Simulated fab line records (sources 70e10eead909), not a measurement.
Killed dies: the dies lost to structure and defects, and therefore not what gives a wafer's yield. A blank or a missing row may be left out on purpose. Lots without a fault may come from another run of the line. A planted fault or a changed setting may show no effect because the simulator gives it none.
fab line records    flow nand-harc
[record] lots = 24  wafers = 72  last-day = 33
route steps=1302 shown A_BLC@1117 A_M0@1163 A_M1@1183
lots with no fault: from the same line, run without faults
start-h: start of the lot's first displayed wafer, in hours after the record's first day    wait-h: how many hours have passed since the lot's step before this one    " same as the row above    L1.1+2: a row that stands for several wafers    - either no value or no given start    * or withheld: withheld    < > ~ a bound
route shown NAME@n: a module of which the file shows steps, and the number in the route of the first    usual: mean/standard deviation taken from wafers without a fault    same: alike in all rows    chamber/n: place in a boat    sites: readings site by site    _std_site: standard deviation of those values    _edge_site: inner sites' mean taken away from outer sites' mean    radius-mm: for every site, how far away it sits from the centre of the wafer    mask NAME#n: copy n    behind: tool/chamber where the wafer was last shaped    hold: why the lot was held/for how many hours/how that ended    device: which transistor (n, p or np) failed to switch    end of line: the tests these same wafers got at the end of their route    a step given without rows: its recipe and nothing more    killed: the dies lost at the first sort to structure and to defects; this is not the yield of the wafer    map: a wafer's dies, marking killed ones x, the rest . and places with no die _
set.NAME: the run value of the setting; set.NAME@STEP: its run value at that earlier step    model.NAME: the simulator's own value behind a step, which no gauge read
route steps across a sampled set of lots; one table per step, one row per wafer
services: when a tool's chamber went out of use (start-h, in hours from the record's first day, below 0 if earlier), for how many hours, and the reason
[[steps]]
[step NHARC_A_BLC_CD_MEAS_10]
[recipe] target-cd-nm = 100  landing-energy-ev = 500
[usual] cd-nm = 100.0/0.62
lot.wafer  tool       chamber  start-h  wait-h  cd-nm
L074.2     cd-sem-01  0        514.78   -       100.2
L074.5     "          0        "        "       101.0
L074.6     "          0        "        "       99.6
L076.1     cd-sem-02  0        531.83   -       100.6
L076.2     "          0        "        "       100.1
L076.6     "          0        "        "       99.1
L077.1     cd-sem-01  0        534.35   -       100.6
L077.2     "          0        "        "       99.3
L077.5     "          0        "        "       100.1
L078.2     cd-sem-01  0        552.46   -       100.2
L078.3     "          0        "        "       99.9
L078.6     "          0        "        "       99.7
L079.3     cd-sem-01  0        562.32   -       98.7
L079.4     "          0        "        "       99.8
L079.5     "          0        "        "       98.9
L081.2     cd-sem-03  0        591.05   -       100.0
L081.3     "          0        "        "       101.0
L081.5     "          0        "        "       99.2
L075.1     cd-sem-03  0        595.45   -       101.3
L075.2     "          0        "        "       99.6
L075.3     "          0        "        "       100.0
L080.1     cd-sem-03  0        597.42   -       101.1
L080.3     "          0        "        "       99.2
L080.5     "          0        "        "       99.2
L082.1     cd-sem-01  0        606.24   -       100.4
L082.2     "          0        "        "       99.8
L082.4     "          0        "        "       100.7
L083.1     cd-sem-03  0        609.86   -       100.7
L083.2     "          0        "        "       100.6
L083.6     "          0        "        "       99.8
L084.1     cd-sem-01  0        610.48   -       99.4
L084.2     "          0        "        "       99.7
L084.6     "          0        "        "       98.6
L085.1     cd-sem-01  0        631.85   -       99.9
L085.3     "          0        "        "       99.9
L085.6     "          0        "        "       100.7
L086.1     cd-sem-01  0        641.57   -       98.9
L086.3     "          0        "        "       99.7
L086.5     "          0        "        "       100.2
L087.1     cd-sem-01  0        656.77   -       99.1
L087.4     "          0        "        "       99.3
L087.6     "          0        "        "       99.4
L090.1     cd-sem-03  0        661.80   -       99.5
L090.3     "          0        "        "       99.3
L090.6     "          0        "        "       99.3
L089.1     cd-sem-03  0        662.80   -       100.2
L089.4     "          0        "        "       100.0
L089.5     "          0        "        "       99.8
L088.1     cd-sem-01  0        673.50   -       100.6
L088.5     "          0        "        "       101.5
L088.6     "          0        "        "       100.5
L092.2     cd-sem-03  0        675.39   -       99.8
L092.3     "          0        "        "       100.1
L092.4     "          0        "        "       100.9
L091.2     cd-sem-02  0        678.82   -       99.8
L091.4     "          0        "        "       99.5
L091.6     "          0        "        "       99.3
L093.3     cd-sem-01  0        699.97   -       100.2
L093.5     "          0        "        "       99.4
L093.6     "          0        "        "       100.5
L095.1     cd-sem-03  0        732.51   -       100.0
L095.5     "          0        "        "       99.7
L095.6     "          0        "        "       100.1
L096.1     cd-sem-03  0        734.95   -       99.5
L096.3     "          0        "        "       99.6
L096.5     "          0        "        "       99.5
L094.1     cd-sem-01  0        738.51   -       100.4
L094.4     "          0        "        "       100.7
L094.5     "          0        "        "       101.0
L097.1     cd-sem-03  0        742.46   -       100.1
L097.3     "          0        "        "       99.9
L097.6     "          0        "        "       100.6
[step NHARC_A_BLC_DESCUM_15]
[recipe] time-s = 3  o2-flow-sccm = 200  ar-flow-sccm = 0  bias-power-w = 0  chemistry = O2
[usual] drypump-motor-current-A = 5.7/0.41  oes-product-au = 0.999/0.0082  rf-vpp-V = 57.9/0.89  showerhead-plenum-p-Torr = 1.96/0.072  throttle-valve-pct = 11.310/0.0098
lot.wafer  tool         chamber  start-h  wait-h  drypump-motor-current-A  oes-product-au  rf-hours-counter-h  rf-vpp-V  showerhead-plenum-p-Torr  throttle-valve-pct
L074.2     rie-diel-01  3        514.99   0.1     6.0                      0.992           9                   56.1      1.94                      11.307
L074.5     "            0        "        "       5.1                      1.011           -                   57.5      1.91                      11.312
L074.6     "            1        "        "       5.3                      1.004           -                   59.5      2.06                      11.324
L076.1     rie-diel-01  1        532.03   0.1     5.3                      1.014           9                   56.9      2.06                      11.306
L076.2     "            3        "        "       5.9                      0.988           10                  57.9      1.94                      11.299
L076.6     "            1        "        "       5.3                      1.006           -                   58.3      2.06                      11.305
L077.1     rie-diel-09  1        534.55   0.1     6.3                      0.996           10                  57.9      2.02                      11.299
L077.2     "            2        "        "       5.6                      1.005           11                  57.2      1.77                      11.314
L077.5     "            0        "        "       5.9                      1.012           -                   58.8      2.04                      11.313
L078.3     rie-diel-01  1        552.64   0.1     5.3                      1.009           9                   59.4      2.06                      11.308
L078.2     "            3        "        "       5.9                      0.994           11                  57.9      1.94                      11.300
L078.6     "            1        "        "       5.3                      0.999           -                   58.1      2.06                      11.330
L079.3     rie-diel-05  0        562.52   0.1     5.2                      0.998           11                  57.6      1.93                      11.321
L079.4     "            2        "        "       6.4                      0.980           -                   56.3      1.84                      11.313
L079.5     "            0        "        "       5.2                      1.000           -                   57.8      1.93                      11.313
L081.2     rie-diel-09  3        591.29   0.1     6.3                      1.010           33                  58.5      2.03                      11.320
L081.3     "            1        "        "       6.4                      0.992           25                  57.9      2.01                      11.322
L081.5     "            2        "        "       5.6                      1.002           -                   57.4      1.77                      11.318
L075.2     rie-diel-05  2        595.63   0.1     6.3                      0.993           0                   56.7      1.84                      11.323
L075.3     "            3        "        "       6.0                      0.997           0                   59.0      1.98                      11.313
L075.1     "            1        "        "       5.7                      0.985           0                   58.8      2.01                      11.309
L080.3     rie-diel-09  0        597.60   0.1     5.9                      0.999           34                  58.8      2.03                      11.317
L080.1     "            2        "        "       5.6                      0.996           29                  56.6      1.77                      11.296
L080.5     "            0        "        "       5.9                      0.998           -                   59.8      2.03                      11.292
L082.2     rie-diel-05  0        606.42   0.1     5.2                      0.998           1                   56.5      1.93                      11.307
L082.1     "            1        "        "       5.7                      0.994           1                   58.4      2.01                      11.304
L082.4     "            3        "        "       6.0                      1.004           -                   58.9      1.98                      11.323
L083.1     rie-diel-05  1        610.05   0.1     5.7                      0.992           2                   58.9      2.01                      11.296
L083.2     "            0        "        "       5.2                      1.007           2                   58.8      1.93                      11.305
L083.6     "            3        "        "       6.1                      1.000           -                   58.8      1.98                      11.306
L084.1     rie-diel-01  3        610.68   0.1     6.0                      0.989           2                   58.2      1.93                      11.294
L084.2     "            0        "        "       5.2                      0.997           2                   55.8      1.91                      11.307
L084.6     "            2        "        "       5.6                      0.997           -                   58.8      2.00                      11.316
L085.3     rie-diel-05  0        632.03   0.1     5.2                      0.998           4                   58.2      1.93                      11.294
L085.1     "            3        "        "       6.1                      0.993           5                   56.1      1.98                      11.307
L085.6     "            1        "        "       5.7                      0.991           -                   57.9      2.00                      11.310
L086.1     rie-diel-01  0        641.75   0.1     5.1                      0.997           5                   56.8      1.91                      11.317
L086.3     "            2        "        "       5.7                      1.007           4                   57.3      2.00                      11.290
L086.5     "            1        "        "       5.3                      0.999           -                   56.6      2.05                      11.309
L087.1     rie-diel-01  1        656.95   0.1     5.3                      1.006           6                   57.8      2.05                      11.316
L087.4     "            2        "        "       5.6                      1.005           6                   58.1      2.00                      11.316
L087.6     "            2        "        "       5.6                      1.001           -                   57.9      2.00                      11.306
L090.3     rie-diel-05  1        662.00   0.1     5.7                      0.991           7                   58.1      2.00                      11.294
L090.1     "            2        "        "       6.4                      0.998           5                   58.7      1.84                      11.318
L090.6     "            0        "        "       5.2                      0.985           -                   57.8      1.93                      11.311
L089.4     rie-diel-01  2        662.99   0.1     5.6                      0.979           7                   58.2      2.00                      11.326
L089.1     "            0        "        "       5.2                      0.995           6                   56.2      1.91                      11.294
L089.5     "            1        "        "       5.3                      1.007           -                   58.8      2.05                      11.301
L088.1     rie-diel-01  3        673.70   0.1     5.9                      0.999           7                   58.6      1.93                      11.307
L088.6     "            2        "        "       5.6                      0.997           -                   57.2      2.00                      11.303
L088.5     "            3        "        "       6.0                      0.997           -                   57.1      1.93                      11.306
L092.2     rie-diel-05  1        675.58   0.1     5.7                      0.986           8                   57.5      2.00                      11.299
L092.4     "            2        "        "       6.3                      1.001           7                   56.9      1.84                      11.317
L092.3     "            3        "        "       6.0                      0.992           8                   59.5      1.98                      11.311
L091.4     rie-diel-01  2        679.02   0.1     5.6                      1.005           8                   58.0      2.00                      11.293
L091.2     "            0        "        "       5.1                      1.011           7                   58.3      1.91                      11.300
L091.6     "            1        "        "       5.3                      1.006           -                   56.9      2.05                      11.304
L093.3     rie-diel-05  0        700.17   0.1     5.2                      0.995           9                   58.9      1.93                      11.305
L093.5     "            1        "        "       5.7                      0.994           -                   57.9      2.00                      11.311
L093.6     "            2        "        "       6.4                      0.997           -                   57.7      1.84                      11.320
L095.1     rie-diel-05  2        732.71   0.1     6.3                      1.012           11                  57.0      1.84                      11.311
L095.6     "            1        "        "       5.7                      0.997           -                   59.0      2.00                      11.300
L095.5     "            2        "        "       6.4                      1.006           -                   56.0      1.84                      11.310
L096.3     rie-diel-05  1        735.14   0.1     5.7                      0.997           13                  59.0      2.00                      11.303
L096.1     "            3        "        "       6.0                      1.004           13                  58.1      1.98                      11.322
L096.5     "            2        "        "       6.4                      0.998           -                   56.8      1.84                      11.305
L094.4     rie-diel-05  3        738.70   0.1     6.0                      0.986           14                  58.4      1.98                      11.320
L094.1     "            1        "        "       5.7                      0.984           13                  57.3      2.00                      11.315
L094.5     "            0        "        "       5.2                      0.999           -                   57.2      1.93                      11.310
L097.3     rie-diel-05  1        742.66   0.1     5.7                      0.982           14                  57.7      2.00                      11.306
L097.1     "            2        "        "       6.3                      1.000           13                  56.6      1.84                      11.322
L097.6     "            0        "        "       5.2                      0.995           -                   58.1      1.93                      11.327
[step NHARC_A_M0_THK_MEAS_24]
[recipe] thk-meas-gauge = xrf
[usual] thk-nm = 114.3/1.7
lot.wafer  tool           chamber  start-h  wait-h  thk-nm
L074.2     film-metro-01  -        521.39   -       113.8
L074.5     "              -        "        "       113.0
L074.6     "              -        "        "       113.8
L076.1     film-metro-01  -        538.37   -       117.2
L076.2     "              -        "        "       114.3
L076.6     "              -        "        "       114.6
L077.1     film-metro-01  -        541.15   -       116.1
L077.2     "              -        "        "       118.5
L077.5     "              -        "        "       117.8
L078.2     film-metro-02  -        558.97   -       113.7
L078.3     "              -        "        "       115.0
L078.6     "              -        "        "       113.0
L079.3     film-metro-01  -        569.68   -       113.0
L079.4     "              -        "        "       113.6
L079.5     "              -        "        "       114.6
L081.2     film-metro-02  -        598.04   -       117.2
L081.3     "              -        "        "       117.3
L081.5     "              -        "        "       116.7
L075.1     film-metro-02  -        602.34   -       115.9
L075.2     "              -        "        "       114.9
L075.3     "              -        "        "       117.0
L080.1     film-metro-01  -        604.48   -       114.0
L080.3     "              -        "        "       114.1
L080.5     "              -        "        "       116.7
L082.1     film-metro-01  -        613.37   -       116.1
L082.2     "              -        "        "       114.4
L082.4     "              -        "        "       113.9
L083.1     film-metro-01  -        617.00   -       115.5
L083.2     "              -        "        "       114.3
L083.6     "              -        "        "       116.2
L084.1     film-metro-01  -        617.41   -       115.3
L084.2     "              -        "        "       114.9
L084.6     "              -        "        "       114.0
L085.1     film-metro-01  -        638.28   -       112.8
L085.3     "              -        "        "       112.5
L085.6     "              -        "        "       114.1
L086.1     film-metro-02  -        648.54   -       113.5
L086.3     "              -        "        "       114.0
L086.5     "              -        "        "       113.5
L087.1     film-metro-02  -        663.34   -       114.1
L087.4     "              -        "        "       114.2
L087.6     "              -        "        "       116.3
L090.1     film-metro-01  -        668.57   -       110.4
L090.3     "              -        "        "       112.0
L090.6     "              -        "        "       109.9
L089.1     film-metro-02  -        669.44   -       112.4
L089.4     "              -        "        "       114.2
L089.5     "              -        "        "       112.4
L088.1     film-metro-01  -        680.09   -       113.6
L088.5     "              -        "        "       112.6
L088.6     "              -        "        "       114.3
L092.2     film-metro-02  -        681.88   -       114.0
L092.3     "              -        "        "       112.2
L092.4     "              -        "        "       114.4
L091.2     film-metro-02  -        685.35   -       110.5
L091.4     "              -        "        "       111.4
L091.6     "              -        "        "       114.8
L093.3     film-metro-02  -        706.57   -       112.8
L093.5     "              -        "        "       112.4
L093.6     "              -        "        "       113.1
L095.1     film-metro-01  -        738.91   -       115.0
L095.5     "              -        "        "       116.7
L095.6     "              -        "        "       114.5
L096.1     film-metro-02  -        741.93   -       113.1
L096.3     "              -        "        "       115.9
L096.5     "              -        "        "       114.1
L094.1     film-metro-01  -        745.58   -       115.4
L094.4     "              -        "        "       111.8
L094.5     "              -        "        "       114.2
L097.1     film-metro-02  -        749.27   -       111.5
L097.3     "              -        "        "       112.0
L097.6     "              -        "        "       114.4
[step NHARC_A_M0_PRE_CLEAN_31]
[recipe] time-s = 12  temp-c = 370  rf-power-w = 300  gas = NH3
[usual] heater-power-w = 625/92
lot.wafer  tool      chamber  start-h  wait-h  heater-power-w
L074.2     pecvd-04  0        521.63   0.1     687
L074.5     "         0        "        "       701
L074.6     "         1        "        "       460
L076.1     pecvd-02  2        538.60   0.1     659
L076.2     "         0        "        "       584
L076.6     "         1        "        "       707
L077.1     pecvd-01  1        541.38   0.1     515
L077.2     "         2        "        "       619
L077.5     "         2        "        "       607
L078.2     pecvd-04  2        559.20   0.1     543
L078.3     "         0        "        "       704
L078.6     "         1        "        "       463
L079.3     pecvd-04  2        569.94   0.1     618
L079.5     "         2        "        "       636
L079.4     "         0        "        "       711
L081.3     pecvd-01  2        598.27   0.1     595
L081.2     "         1        "        "       543
L081.5     "         1        "        "       557
L075.2     pecvd-04  1        602.56   0.1     534
L075.3     "         2        "        "       589
L075.1     "         0        "        "       661
L080.3     pecvd-04  0        604.70   0.1     712
L080.1     "         2        "        "       608
L080.5     "         0        "        "       710
L082.2     pecvd-04  0        613.60   0.1     619
L082.1     "         1        "        "       523
L082.4     "         1        "        "       498
L083.2     pecvd-01  2        617.24   0.1     581
L083.1     "         0        "        "       705
L083.6     "         1        "        "       538
L084.2     pecvd-01  1        617.64   0.1     557
L084.1     "         0        "        "       839
L084.6     "         2        "        "       615
L085.3     pecvd-02  0        638.69   0.2     558
L085.1     "         2        "        "       607
L085.6     "         1        "        "       718
L086.3     pecvd-02  2        648.76   0.1     591
L086.1     "         0        "        "       560
L086.5     "         0        "        "       565
L087.1     pecvd-04  1        663.59   0.1     505
L087.4     "         0        "        "       616
L087.6     "         1        "        "       507
L090.3     pecvd-01  2        669.94   0.4     601
L090.1     "         1        "        "       602
L090.6     "         0        "        "       779
L089.1     pecvd-02  2        670.39   0.8     657
L089.4     "         1        "        "       714
L089.5     "         0        "        "       593
L088.1     pecvd-04  2        680.31   0.1     629
L088.6     "         2        "        "       603
L088.5     "         1        "        "       523
L092.2     pecvd-04  1        682.10   0.1     541
L092.3     "         0        "        "       694
L092.4     "         1        "        "       521
L091.2     pecvd-02  0        685.91   0.4     648
L091.6     "         1        "        "       741
L091.4     "         2        "        "       669
L093.3     pecvd-04  1        706.81   0.1     533
L093.6     "         0        "        "       673
L093.5     "         1        "        "       524
L095.1     pecvd-01  2        739.14   0.1     672
L095.5     "         2        "        "       676
L095.6     "         0        "        "       799
L096.3     pecvd-02  0        742.21   0.1     543
L096.1     "         1        "        "       799
L096.5     "         2        "        "       582
L094.1     pecvd-01  2        745.81   0.1     583
L094.5     "         2        "        "       571
L094.4     "         1        "        "       515
L097.1     pecvd-02  1        749.49   0.1     761
L097.3     "         0        "        "       610
L097.6     "         0        "        "       590
[step NHARC_A_M1_ETCH_35]
[recipe] target-depth-a = 400  overetch-a = 120  time-s = 43.94  ion-energy-ev = 200  n2-flow-sccm = 150  h2-flow-sccm = 150  ar-flow-sccm = 0  rf-w = 400  bias-w = 150  chemistry = N2/H2
[usual] drypump-motor-current-A = 5.8/0.34  oes-product-au = 1.001/0.0082  rf-vpp-V = 432.3/2.3  showerhead-plenum-p-Torr = 2.11/0.079  throttle-valve-pct = 14.171/0.0091
lot.wafer  tool         chamber  start-h  wait-h  drypump-motor-current-A  oes-product-au  rf-hours-counter-h  rf-vpp-V  showerhead-plenum-p-Torr  throttle-valve-pct
L074.2     rie-diel-03  1        523.20   0.1     5.8                      0.998           2                   433.4     2.16                      14.167
L074.5     "            1        "        "       5.9                      0.987           -                   434.3     2.16                      14.171
L074.6     "            2        "        "       5.4                      0.991           -                   426.6     1.92                      14.187
L076.2     rie-diel-10  0        540.21   0.1     6.0                      0.972           3                   433.2     2.15                      14.168
L076.1     "            1        "        "       6.0                      0.986           3                   430.0     2.05                      14.184
L076.6     "            3        "        "       6.0                      0.995           -                   432.9     2.13                      14.173
L077.1     rie-diel-03  3        542.97   0.1     5.9                      1.017           2                   432.2     2.13                      14.174
L077.2     "            0        "        "       5.0                      1.006           2                   434.8     2.18                      14.182
L077.5     "            2        "        "       5.4                      1.001           -                   428.3     1.92                      14.167
L078.2     rie-diel-02  0        560.81   0.1     6.0                      0.994           10                  432.9     2.14                      14.175
L078.3     "            1        "        "       6.2                      1.002           10                  431.3     2.05                      14.167
L078.6     "            3        "        "       6.1                      1.009           -                   431.1     2.06                      14.178
L079.4     rie-diel-03  2        571.41   0.1     5.4                      1.002           4                   427.0     1.92                      14.162
L079.3     "            3        "        "       6.0                      0.996           4                   434.1     2.13                      14.168
L079.5     "            1        "        "       5.8                      0.992           -                   433.8     2.16                      14.183
L081.2     rie-diel-02  3        599.86   0.1     6.2                      1.003           2                   431.8     2.06                      14.178
L081.3     "            2        "        "       6.1                      0.995           2                   433.1     2.13                      14.164
L081.5     "            3        "        "       6.2                      1.009           -                   430.8     2.06                      14.182
L075.3     rie-diel-03  0        604.19   0.1     5.0                      1.005           5                   433.6     2.18                      14.174
L075.2     "            2        "        "       5.4                      1.002           5                   428.5     1.92                      14.171
L075.1     "            3        "        "       6.0                      1.002           5                   431.7     2.13                      14.169
L080.3     rie-diel-02  2        606.18   0.1     6.1                      0.987           3                   432.8     2.13                      14.179
L080.1     "            3        "        "       6.1                      1.006           3                   430.2     2.06                      14.174
L080.5     "            2        "        "       6.1                      0.998           -                   433.0     2.13                      14.169
L082.4     rie-diel-10  0        615.20   0.1     6.0                      1.009           0                   434.5     2.15                      14.176
L082.2     "            2        "        "       5.8                      0.998           0                   434.5     2.20                      14.160
L082.1     "            3        "        "       6.0                      0.990           0                   432.1     2.13                      14.168
L083.1     rie-diel-03  2        618.70   0.1     5.4                      0.992           6                   426.6     1.92                      14.164
L083.2     "            0        "        "       5.0                      0.996           7                   433.6     2.18                      14.178
L083.6     "            1        "        "       5.9                      0.992           -                   433.4     2.16                      14.174
L084.2     rie-diel-03  0        619.42   0.1     5.0                      0.989           7                   434.6     2.18                      14.169
L084.1     "            1        "        "       5.9                      1.003           7                   434.4     2.16                      14.172
L084.6     "            2        "        "       5.4                      0.998           -                   426.7     1.92                      14.175
L085.3     rie-diel-02  2        640.15   0.1     6.1                      1.004           5                   433.3     2.13                      14.178
L085.1     "            3        "        "       6.2                      1.007           5                   431.8     2.06                      14.182
L085.6     "            3        "        "       6.1                      1.004           -                   431.2     2.06                      14.183
L086.3     rie-diel-03  1        650.21   0.1     5.8                      1.016           0                   435.1     2.16                      14.159
L086.1     "            3        "        "       5.9                      0.999           0                   432.9     2.13                      14.163
L086.5     "            2        "        "       5.4                      1.001           -                   427.8     1.92                      14.157
L087.4     rie-diel-03  0        665.18   0.1     5.0                      1.002           0                   434.1     2.18                      14.180
L087.1     "            1        "        "       5.9                      0.998           0                   432.4     2.16                      14.179
L087.6     "            0        "        "       5.0                      0.995           -                   434.4     2.18                      14.180
L090.1     rie-diel-10  3        671.43   0.1     6.0                      0.994           1                   432.7     2.13                      14.167
L090.3     "            2        "        "       5.7                      1.008           1                   434.8     2.20                      14.167
L090.6     "            0        "        "       6.0                      1.009           -                   435.1     2.15                      14.171
L089.4     rie-diel-03  0        671.96   0.1     5.0                      1.009           1                   434.3     2.18                      14.182
L089.1     "            1        "        "       5.8                      1.007           1                   434.3     2.16                      14.177
L089.5     "            1        "        "       5.9                      1.006           -                   434.8     2.16                      14.170
L088.1     rie-diel-10  1        681.79   0.1     5.9                      0.996           1                   431.7     2.05                      14.167
L088.5     "            1        "        "       6.0                      0.988           -                   430.8     2.05                      14.177
L088.6     "            2        "        "       5.7                      1.005           -                   432.8     2.20                      14.184
L092.3     rie-diel-03  1        683.71   0.1     5.9                      1.011           1                   434.9     2.16                      14.155
L092.2     "            2        "        "       5.4                      1.009           1                   427.3     1.92                      14.170
L092.4     "            3        "        "       5.9                      0.994           1                   432.9     2.13                      14.163
L091.4     rie-diel-10  0        687.36   0.1     6.1                      1.007           1                   434.8     2.15                      14.181
L091.2     "            2        "        "       5.7                      1.006           1                   434.6     2.20                      14.186
L091.6     "            0        "        "       6.0                      1.001           -                   433.1     2.15                      14.180
L093.3     rie-diel-10  3        708.39   0.1     6.0                      0.990           2                   433.1     2.13                      14.174
L093.5     "            0        "        "       6.0                      1.002           -                   433.3     2.15                      14.189
L093.6     "            1        "        "       6.0                      0.997           -                   431.6     2.05                      14.156
L095.1     rie-diel-10  3        740.63   0.1     5.9                      0.992           2                   432.6     2.13                      14.170
L095.5     "            0        "        "       6.0                      1.011           -                   434.8     2.15                      14.177
L095.6     "            1        "        "       6.0                      0.998           -                   430.5     2.05                      14.174
L096.3     rie-diel-02  2        743.70   0.1     6.1                      1.003           12                  432.6     2.13                      14.181
L096.1     "            3        "        "       6.1                      1.012           11                  431.4     2.06                      14.175
L096.5     "            0        "        "       6.0                      1.002           -                   432.8     2.14                      14.171
L094.1     rie-diel-02  3        747.41   0.1     6.1                      1.007           11                  431.4     2.06                      14.190
L094.4     "            2        "        "       6.1                      0.998           12                  433.0     2.13                      14.171
L094.5     "            0        "        "       6.0                      1.001           -                   433.7     2.14                      14.171
L097.1     rie-diel-10  2        751.34   0.1     5.8                      1.009           3                   434.7     2.20                      14.154
L097.3     "            3        "        "       6.0                      1.000           3                   433.4     2.13                      14.174
L097.6     "            2        "        "       5.8                      1.002           -                   434.9     2.20                      14.153
[step NHARC_A_M1_PVD_21]
[recipe] target-thk-a = 300  chamber-pressure-pa = 5  power-w = 5000  substrate-temp-c = 30  time-s = 20.49  material = Cu
[usual] throttle-valve-pct = 30.0/0.9
lot.wafer  tool            chamber  start-h  wait-h  throttle-valve-pct
L074.2     pvd-sputter-02  -        -        -       28.7
L074.6     "               -        "        "       30.6
L074.5     "               -        "        "       29.8
L076.1     pvd-sputter-03  -        -        -       31.1
L076.2     "               -        "        "       28.9
L076.6     "               -        "        "       31.3
L077.2     pvd-sputter-03  -        -        -       30.9
L077.1     "               -        "        "       28.7
L077.5     "               -        "        "       30.9
L078.3     pvd-sputter-01  -        -        -       30.4
L078.2     "               -        "        "       31.2
L078.6     "               -        "        "       31.0
L079.4     pvd-sputter-03  -        -        -       30.9
L079.3     "               -        "        "       30.9
L079.5     "               -        "        "       31.1
L081.2     pvd-sputter-02  -        -        -       30.7
L081.3     "               -        "        "       29.6
L081.5     "               -        "        "       28.6
L075.3     pvd-sputter-03  -        -        -       30.4
L075.1     "               -        "        "       31.4
L075.2     "               -        "        "       29.1
L080.3     pvd-sputter-02  -        -        -       28.7
L080.1     "               -        "        "       29.3
L080.5     "               -        "        "       28.6
L082.4     pvd-sputter-03  -        -        -       29.2
L082.2     "               -        "        "       30.6
L082.1     "               -        "        "       29.9
L083.2     pvd-sputter-02  -        -        -       29.4
L083.1     "               -        "        "       28.8
L083.6     "               -        "        "       30.5
L084.2     pvd-sputter-03  -        -        -       30.1
L084.1     "               -        "        "       30.7
L084.6     "               -        "        "       29.1
L085.1     pvd-sputter-01  -        -        -       29.4
L085.3     "               -        "        "       30.3
L085.6     "               -        "        "       29.2
L086.3     pvd-sputter-02  -        -        -       30.2
L086.1     "               -        "        "       28.6
L086.5     "               -        "        "       28.9
L087.1     pvd-sputter-01  -        -        -       31.4
L087.4     "               -        "        "       29.4
L087.6     "               -        "        "       30.3
L090.1     pvd-sputter-02  -        -        -       29.2
L090.3     "               -        "        "       30.0
L090.6     "               -        "        "       29.1
L089.4     pvd-sputter-01  -        -        -       30.2
L089.1     "               -        "        "       30.4
L089.5     "               -        "        "       30.1
L088.1     pvd-sputter-01  -        -        -       30.5
L088.5     "               -        "        "       29.2
L088.6     "               -        "        "       30.1
L092.3     pvd-sputter-03  -        -        -       30.1
L092.2     "               -        "        "       29.1
L092.4     "               -        "        "       30.4
L091.4     pvd-sputter-02  -        -        -       29.2
L091.2     "               -        "        "       28.6
L091.6     "               -        "        "       31.6
L093.3     pvd-sputter-03  -        -        -       30.2
L093.6     "               -        "        "       30.0
L093.5     "               -        "        "       29.3
L095.1     pvd-sputter-01  -        -        -       31.5
L095.5     "               -        "        "       29.5
L095.6     "               -        "        "       30.0
L096.1     pvd-sputter-02  -        -        -       28.7
L096.3     "               -        "        "       31.1
L096.5     "               -        "        "       31.5
L094.1     pvd-sputter-01  -        -        -       30.1
L094.4     "               -        "        "       29.5
L094.5     "               -        "        "       30.3
L097.1     pvd-sputter-02  -        -        -       29.0
L097.3     "               -        "        "       28.6
L097.6     "               -        "        "       29.9
[[services]]
tool            chamber  start-h  hours  kind
pecvd-04        -        530.24   1.7    repair
rie-diel-10     3        535.00   4.7    repair
rie-diel-10     2        539.60   7.2    repair
rie-diel-01     1        546.57   4.1    repair
rie-diel-05     3        556.48   12.2   repair
rie-diel-01     -        557.80   9.0    pm
pvd-sputter-03  -        583.63   10.0   pm
rie-diel-05     -        583.79   9.0    pm
pvd-sputter-02  -        586.09   2.2    repair
rie-diel-05     2        602.87   7.9    repair
pvd-sputter-02  -        613.83   4.1    repair
pecvd-04        -        631.31   13.0   pm
rie-diel-03     -        635.30   9.0    pm
pvd-sputter-02  -        638.04   10.0   pm
rie-diel-05     2        680.52   1.8    repair
pvd-sputter-02  -        709.39   0.6    repair
pecvd-04        2        715.68   5.5    repair
rie-diel-05     0        719.12   3.6    repair
rie-diel-01     3        721.18   5.1    repair
rie-diel-05     1        725.06   4.5    repair
pvd-sputter-02  -        730.03   7.6    repair
rie-diel-01     -        734.80   9.0    pm
rie-diel-03     2        747.00   8.8    repair
pecvd-04        0        747.81   15.0   repair
[[key]]
fault none
